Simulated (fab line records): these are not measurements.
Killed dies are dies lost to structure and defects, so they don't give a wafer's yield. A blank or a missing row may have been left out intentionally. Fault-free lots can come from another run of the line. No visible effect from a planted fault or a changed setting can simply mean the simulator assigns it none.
Chamber matching | flow n5_finfet | 4 sister chambers for N5_BEOL_M0_TRENCH_ETCH_107 on rie_diel-03
The step etches SiOC in C4F6/O2, target depth 32.8 nm, time 16.4 s. 16 wafers are shown with their chamber, then 8 later ones without.

== WAFERS, EACH WITH ITS CHAMBER ==
wafer  | chamber | throttle_valve_pct (%) | showerhead_plenum_p_Torr (Torr) | oes_product_au (a.u.)
L074.2 | 1       | 20.74                  | 2.95                            | 0.73
L074.3 | 2       | 20.71                  | 2.72                            | 0.73
L074.6 | 2       | 20.70                  | 2.72                            | 0.73
L080.1 | 2       | 20.73                  | 2.71                            | 0.74
L080.3 | 1       | 20.75                  | 2.94                            | 0.73
L080.5 | 1       | 20.75                  | 2.94                            | 0.73
L082.3 | 1       | 20.77                  | 2.94                            | 0.72
L082.4 | 3       | 21.21                  | 2.82                            | 0.70
L082.5 | 1       | 20.75                  | 2.94                            | 0.73
L083.3 | 1       | 20.75                  | 2.94                            | 0.72
L083.5 | 2       | 20.74                  | 2.71                            | 0.72
L083.6 | 3       | 21.20                  | 2.82                            | 0.70
L090.3 | 1       | 20.80                  | 2.93                            | 0.71
L090.5 | 2       | 20.76                  | 2.70                            | 0.71
L090.6 | 0       | 20.30                  | 2.79                            | 0.95
L093.2 | 1       | 20.81                  | 2.92                            | 0.70

SIGNATURES (means of the wafers above)
reading                  | chamber 0 | chamber 1 | chamber 2 | chamber 3 | scatter within a chamber
throttle_valve_pct       | 20.3000   | 20.7650   | 20.7280   | 21.2050   | 0.0244
showerhead_plenum_p_Torr | 2.7900    | 2.9375    | 2.7120    | 2.8200    | 0.00832
oes_product_au           | 0.9500    | 0.7212    | 0.7260    | 0.7000    | 0.0108
Rule: a wafer lies at a distance from a chamber equal to the root of the sum of squares, over the readings, of (its reading less the chamber's mean, divided by the reading's scatter). If the next closest chamber is less than 2 further off than the closest, the wafer can't be placed; otherwise it belongs to the closest. The scatter is the square root of a quotient: the sum, over the shown wafers, of each reading's squared deviation from its chamber's mean, divided by wafers minus chambers.

== WAFERS WITHOUT THEIR CHAMBER ==
wafer  | throttle_valve_pct (%) | showerhead_plenum_p_Torr (Torr) | oes_product_au (a.u.)
L093.3 | 20.76                  | 2.70                            | 0.70
L093.4 | 20.83                  | 2.93                            | 0.70
L094.1 | 20.33                  | 2.79                            | 0.92
L094.4 | 20.79                  | 2.70                            | 0.70
L094.5 | 20.86                  | 2.82                            | 0.99
L096.1 | 20.34                  | 2.78                            | 0.89
L096.5 | 20.82                  | 2.92                            | 0.70
L096.6 | 20.79                  | 2.69                            | 0.70

== CHAMBER TAKEN BY EACH ==
wafer  | from the rows above | in truth
L093.3 | 2                   | 2
L093.4 | 1                   | 1
L094.1 | 0                   | 0
L094.4 | 2                   | 2
L094.5 | 0                   | 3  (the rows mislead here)
L096.1 | 0                   | 0
L096.5 | 1                   | 1
L096.6 | 2                   | 2
Correct placement for 7 of the 8. Left unplaced by these rows: 0. 1 placed wrongly.
